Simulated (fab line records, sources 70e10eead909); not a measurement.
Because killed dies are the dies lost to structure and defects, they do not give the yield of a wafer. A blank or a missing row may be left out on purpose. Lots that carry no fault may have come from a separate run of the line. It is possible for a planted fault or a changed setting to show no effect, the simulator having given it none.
Matching of chambers -- flow nandHarc -- pecvd-03 running NHARC_A_DECK1_JOINT_DEP_16: 3 sister chambers
The step deposits SiO2, target thk 45 nm. 14 wafers are shown with their chamber, then 6 later ones without.

== WAFERS, EACH WITH ITS CHAMBER ==
wafer,chamber,heaterPowerW (W),throttleValvePct (%),flowSccm (sccm)
L270.1,0,589,16.5,2643
L270.3,1,614,16.0,2644
L270.6,2,524,15.8,2642
L273.1,0,685,16.2,2657
L273.2,2,528,15.8,2649
L273.5,0,714,16.4,2646
L274.1,0,695,16.5,2637
L274.3,2,536,15.9,2652
L274.4,1,602,15.9,2660
L275.1,2,571,15.9,2669
L275.3,1,577,16.4,2660
L275.5,2,597,16.0,2654
L284.3,2,501,16.0,2656
L284.5,2,514,16.0,2641

SIGNATURES, as means of the wafers listed above
reading,chamber 0,chamber 1,chamber 2,scatter within a chamber
heaterPowerW,670.75,597.67,538.71,39.2
throttleValvePct,16.400,16.100,15.914,0.15
flowSccm,2645.75,2654.67,2651.86,9.15
Rule: distance of a wafer from a chamber = root of the sum over the readings of ((wafer's reading minus chamber's mean) / reading's scatter) squared. If the next closest chamber is less than 2 further off than the closest, the wafer can't be placed; otherwise it belongs to the closest. The scatter: take each reading less its chamber's mean, square it, sum over the shown wafers, divide by the number of wafers less the number of chambers, and take the root.

== WAFERS MISSING THEIR CHAMBER ==
wafer,heaterPowerW (W),throttleValvePct (%),flowSccm (sccm)
L284.6,626,15.4,2638
L285.1,574,16.3,2664
L285.2,671,16.4,2653
L285.6,499,15.5,2653
L287.5,615,15.6,2660
L287.6,686,16.7,2657

== THE CHAMBER EACH PASSED THROUGH ==
wafer,from the rows above,in truth
L284.6,can't be placed: 2 or 1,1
L285.1,can't be placed: 1 or 2 or 0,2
L285.2,can't be placed: 0 or 1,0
L285.6,can't be placed: 2 or 1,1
L287.5,can't be placed: 2 or 1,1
L287.6,0,0
1 of 6 placed correctly. These rows do not allow placing 5 (true chamber among the candidates in 5). Number placed wrongly: 0.
